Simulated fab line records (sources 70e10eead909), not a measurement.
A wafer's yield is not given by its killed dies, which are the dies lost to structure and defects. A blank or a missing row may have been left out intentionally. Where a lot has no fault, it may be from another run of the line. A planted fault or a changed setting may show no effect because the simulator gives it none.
Matching of chambers / flow nand_harc / NHARC_A_SGD_CUT_DEP_00 on pecvd-03: 3 sister chambers
The step deposits SiNx, target thk 50 nm. 3 wafers are shown with their chamber, then 12 later ones without.

EACH WAFER AND ITS CHAMBER
wafer=L092.3; chamber=2; heater_power_w (W)=767
wafer=L093.1; chamber=1; heater_power_w (W)=597
wafer=L093.4; chamber=0; heater_power_w (W)=675

WAFERS WHOSE CHAMBER IS MISSING
wafer=L095.1; heater_power_w (W)=643
wafer=L095.2; heater_power_w (W)=679
wafer=L095.3; heater_power_w (W)=620
wafer=L096.1; heater_power_w (W)=563
wafer=L096.2; heater_power_w (W)=761
wafer=L096.5; heater_power_w (W)=790
wafer=L096.3; heater_power_w (W)=663
wafer=L096.4; heater_power_w (W)=691
wafer=L096.6; heater_power_w (W)=567
wafer=L097.2; heater_power_w (W)=750
wafer=L097.3; heater_power_w (W)=678
wafer=L097.4; heater_power_w (W)=746

EACH ONE'S CHAMBER
wafer=L095.1; from the rows above=can't be placed: 0 or 1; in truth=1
wafer=L095.2; from the rows above=0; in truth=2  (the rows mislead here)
wafer=L095.3; from the rows above=can't be placed: 1 or 0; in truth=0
wafer=L096.1; from the rows above=1; in truth=1
wafer=L096.2; from the rows above=2; in truth=2
wafer=L096.5; from the rows above=2; in truth=2
wafer=L096.3; from the rows above=0; in truth=0
wafer=L096.4; from the rows above=0; in truth=0
wafer=L096.6; from the rows above=1; in truth=1
wafer=L097.2; from the rows above=2; in truth=2
wafer=L097.3; from the rows above=0; in truth=0
wafer=L097.4; from the rows above=2; in truth=2
Correctly placed: 9 of 12. These rows do not allow placing 2 (true chamber among the candidates in 2). Wrongly placed: 1.
How it was worked out, from the rows above alone: a wafer's distance from a chamber is the root of the sum, over the readings, of the square of ((its reading less the chamber's mean) divided by the reading's scatter). The wafer belongs to the nearest chamber; if the next one is less than 2 further off, it can't be placed. For every chamber, the mean is computed from those of its wafers that are shown. The scatter (one wafer shown for each chamber): square how far every hidden wafer sits from the nearest shown wafer, average those squares and take the square root.
